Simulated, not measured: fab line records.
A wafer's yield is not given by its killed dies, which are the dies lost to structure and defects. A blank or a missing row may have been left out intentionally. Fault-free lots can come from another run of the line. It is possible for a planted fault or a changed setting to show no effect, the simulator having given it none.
8D (eight disciplines) problem report, filled in by code | flow nandHarc | the parts of the form that need people (team, actions taken, sign-off) are left out

## 1. THE PROBLEM
At NHARC_THIN_TSV_ETCH_36, runLengthS averages 35.2 s over 2 wafers from 2 lots, while fault-free wafers read 39.5 s, standard deviation 0.37. Relative to the usual mean, that is a shift of -12 standard deviations.
The step: etches the open film in Cl2/BCl3, target depth 65 nm, time 18.571 s.
First observed at day 31 20:31: wafer L627.1, on rieMetal-01. Wafers with a number at this step in the record: 42, from 14 lots. By rule, "out" or "out of limits" means more than 4 standard deviations away from the usual mean. Any other wafer with a number is counted as sound.

## 2. WHAT IT IS, AND WHAT IT ISN'T
question                    | is                | is not
which readings at this step | runLengthS        | drypumpMotorCurrentA, oesProductAu
which lots                  | L627, L629        | L608, L609, L612, L615, L616, L617, L618, L619, L620, L621, L623, L631
which wafers of those lots  | L627.1, L629.3    | L627.2, L627.4, L629.4, L629.6
read on which tools         | rieMetal-01       | rieMetal-02, rieMetal-03
when                        | from day 31 20:31 | up to then (35 sound wafers); but 5 sound wafers of L629, L631 came after

## 3. WHAT RULES OUT EACH SUSPECT
Counting: if a tool at a process step up to the reading ran every lot that is out, it stays a suspect. Sound lots after the first of them don't rule it out here, since some wafers of a struck lot are sound.
- cmp-02 at NHARC_THIN_TSV_CMP_01 (polishes): kept. It processed each lot that is out (first: L627, day 31 12:41); up to then, its last sound lot is L615 (day 26 19:52).
- rieMetal-01 at NHARC_THIN_TSV_ETCH_36 (etches the open film in Cl2/BCl3, target depth 65 nm, time 18.571 s): kept. It processed each lot that is out (first: L627, day 31 20:31); up to then, its last sound lot is L621 (day 30 02:39). Its own runLengthS readings are out on those wafers.
- At NHARC_THIN_TSV_ETCH_36 on rieMetal-01, chamber 1 took the sound wafers of the same lots and chamber 0 took the wafers that are out.
What counting leaves: cmp-02 at NHARC_THIN_TSV_CMP_01 and rieMetal-01 at NHARC_THIN_TSV_ETCH_36.

## 4. THE CAUSE (what the simulator had put in)
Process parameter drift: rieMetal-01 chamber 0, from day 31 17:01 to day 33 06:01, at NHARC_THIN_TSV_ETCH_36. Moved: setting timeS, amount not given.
This tool is one of the 2 suspects left after counting.

## 5. THE CHAIN OF EFFECTS, in route order
Each row: a reading where the mean over the struck wafers with a number is more than 3 standard deviations away from the usual. Scope: only readings with a usual standard deviation given in the record; hours: median across lots of the time from each lot's start at the first step in this table that gives one to its start at this step; sigmas: change in usual standard deviations.
hours | step                   | reading    | usual  | on struck wafers | change | sigmas
0     | NHARC_THIN_TSV_ETCH_36 | runLengthS | 39.5 s | 35.2             | -4.3   | -12
Here are the process steps it includes:
- NHARC_THIN_TSV_ETCH_36: etches the open film in Cl2/BCl3, target depth 65 nm, time 18.571 s.

## 6. WHAT WOULD HAVE CAUGHT IT SOONER
First out-of-limits reading in this record: day 31 20:31, which is 4 hours after fault onset at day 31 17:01.
